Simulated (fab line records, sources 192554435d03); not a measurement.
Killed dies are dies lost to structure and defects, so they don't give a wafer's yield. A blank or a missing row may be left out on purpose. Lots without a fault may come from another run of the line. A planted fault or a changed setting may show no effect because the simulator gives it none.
Split-lot experiment | flow n5_finfet | 7 lots, 39 wafers read, on a route of 1938 steps

THE SPLIT
At N5_SD_EPI_P_EPI_21 (deposits SiGe:B, time 355 s), the setting time_s was moved away from the recipe's 355 s on 9 of the 39 wafers read, by -15.7% to +18.8%. The other wafers ran this setting at the recipe's value.

FROM THE SPLIT TO THE READING: what the file shows between them, 6 steps
- N5_SD_EPI_P_EPI_MEAS_23
- N5_SD_EPI_P_HM_STRIP_48: strips SiNx in H3PO4, material SiNx, target depth 3 nm
- N5_SD_EPI_P_SRD_49: time 30 s
- N5_SD_EPI_P_PRECLEAN_24: cleans in O3/DIW, time 45 s
- N5_SD_ACTIVATION_RTA_00: time 0 s
- N5_SD_ACTIVATION_LSA_01: time 0.0008 s

THE READING
RS_SD_P, in ohm/sq, at N5_SD_ACTIVATION_RS_MEAS_03 (measures by four-point-probe). Fault-free wafers of this fab line usually give 56.1 ohm/sq, standard deviation 0.82 ohm/sq.

wafer  | tool, chamber at the split | time_s as run, s | against the recipe | RS_SD_P, ohm/sq | against lot-mates on the recipe
L083.1 | epi_rpcvd-04, 0            | 355              | recipe             | 56.1            | -
L083.2 | epi_rpcvd-04, 0            | 355              | recipe             | 55.9            | -
L083.3 | epi_rpcvd-04, 0            | 355              | recipe             | 56.1            | -
L083.4 | epi_rpcvd-04, 0            | 355              | recipe             | 55.4            | -
L083.5 | epi_rpcvd-04, 0            | 355              | recipe             | 56.6            | -
L083.6 | epi_rpcvd-04, 0            | 355              | recipe             | 55.7            | -
L085.1 | epi_rpcvd-02, 0            | 421.6            | +18.8%             | 49.5            | -5.7
L085.2 | epi_rpcvd-02, 0            | 421.6            | +18.8%             | 48.9            | -6.3
L085.3 | epi_rpcvd-02, 0            | 355              | recipe             | 55.4            | -
L085.4 | epi_rpcvd-02, 0            | 421.6            | +18.8%             | 49.0            | -6.2
L085.5 | epi_rpcvd-02, 0            | 355              | recipe             | 55.3            | -
L085.6 | epi_rpcvd-02, 0            | 355              | recipe             | 55.0            | -
L088.1 | epi_rpcvd-04, 0            | 355              | recipe             | 56.2            | -
L088.2 | epi_rpcvd-04, 0            | 355              | recipe             | 55.2            | -
L088.3 | epi_rpcvd-04, 0            | 355              | recipe             | 55.7            | -
L088.4 | epi_rpcvd-04, 0            | 355              | recipe             | 55.3            | -
L088.5 | epi_rpcvd-04, 0            | 355              | recipe             | 56.5            | -
L088.6 | epi_rpcvd-04, 0            | 355              | recipe             | 55.7            | -
L090.1 | epi_rpcvd-03, 0            | 309.5            | -12.8%             | 61.7            | +6.0
L090.2 | epi_rpcvd-03, 0            | 355              | recipe             | 55.8            | -
L090.3 | epi_rpcvd-03, 0            | 355              | recipe             | 55.3            | -
L090.4 | epi_rpcvd-03, 0            | 309.5            | -12.8%             | 61.6            | +5.9
L090.5 | epi_rpcvd-03, 0            | 309.5            | -12.8%             | 60.9            | +5.2
L090.6 | epi_rpcvd-03, 0            | 355              | recipe             | 55.9            | -
L091.1 | epi_rpcvd-04, 0            | 355              | recipe             | 57.0            | -
L091.4 | epi_rpcvd-04, 0            | 355              | recipe             | 57.3            | -
L091.5 | epi_rpcvd-04, 0            | 355              | recipe             | 56.6            | -
L092.1 | epi_rpcvd-04, 0            | 355              | recipe             | 57.5            | -
L092.2 | epi_rpcvd-04, 0            | 355              | recipe             | 56.9            | -
L092.3 | epi_rpcvd-04, 0            | 355              | recipe             | 57.1            | -
L092.4 | epi_rpcvd-04, 0            | 355              | recipe             | 55.9            | -
L092.5 | epi_rpcvd-04, 0            | 355              | recipe             | 57.5            | -
L092.6 | epi_rpcvd-04, 0            | 355              | recipe             | 57.6            | -
L096.1 | epi_rpcvd-03, 0            | 299.4            | -15.7%             | 62.6            | +6.6
L096.2 | epi_rpcvd-03, 0            | 355              | recipe             | 55.5            | -
L096.3 | epi_rpcvd-03, 0            | 299.4            | -15.7%             | 62.9            | +6.9
L096.4 | epi_rpcvd-03, 0            | 299.4            | -15.7%             | 62.9            | +6.9
L096.5 | epi_rpcvd-03, 0            | 355              | recipe             | 55.8            | -
L096.6 | epi_rpcvd-03, 0            | 355              | recipe             | 56.6            | -

THE FIT
A straight line over all 39 wafers: RS_SD_P changes by -0.397 ohm/sq for each +1% of time_s; r = -0.97; the points scatter about the line by 0.71 ohm/sq.
The same after taking each lot's own level away (the mean of its wafers on the recipe; 39 wafers): -0.385 ohm/sq for each +1%; r = -0.98; scatter 0.57 ohm/sq.
On that fit, the largest move of time_s shifts the reading by 7.2 ohm/sq.
The lots' own levels span 55.23 to 57.08 ohm/sq, that is 2.3 times the standard deviation above.
So the lot-to-lot level changes the slope little: the two slopes agree.
Check: with one of the wafers moved furthest among these (+18.8%) left out of the fit, the line predicts -7.31 ohm/sq for it against its lot-mates. It came out at -5.73 ohm/sq against them.

OTHER SPLITS ON THESE WAFERS
These wafers also went through other splits before the reading. Each is held against what the fit with the lots' levels taken away leaves over:
other split on the same wafers       | wafers away from the commonest value | r with RS_SD_P (lot level and that fit taken away)
N5_FIN_SAQP_HM_DEP_72 time_s         | 18                                   | -0.17
N5_DUMMY_GATE_ETCH_31 target_depth_a | 15                                   | -0.04
N5_SD_EPI_P_ETCH_16 target_depth_a   | 15                                   | -0.08

THE WHOLE CHAIN: every reading that the file lists as answering this split, in the file's order
step                        | what it does                                           | reading                                                                           | change (the file's fit)               | r (the file's)
N5_SD_EPI_P_EPI_21          | deposits SiGe:B, time 355 s                            | SiGe-B_of_SD_EPI_P_EPI_21.thk_nm (the simulator's own value, which no gauge read) | +0.427 nm for each +1% of the setting | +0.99
N5_SD_EPI_P_EPI_MEAS_23     |                                                        | thk_nm                                                                            | withheld for each +1% of the setting  | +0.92
N5_SD_EPI_P_HM_STRIP_48     | strips SiNx in H3PO4, material SiNx, target depth 3 nm | SiGe-B_of_SD_EPI_P_EPI_21.thk_nm (the simulator's own value, which no gauge read) | +0.424 nm for each +1% of the setting | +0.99
N5_SD_ACTIVATION_RS_MEAS_03 | measures by four-point-probe                           | RS_SD_P                                                                           | -0.387 for each +1% of the setting    | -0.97

THE FILE'S OWN FIT
RS_SD_P changes by -0.387 ohm/sq for each +1% of time_s, r = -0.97.
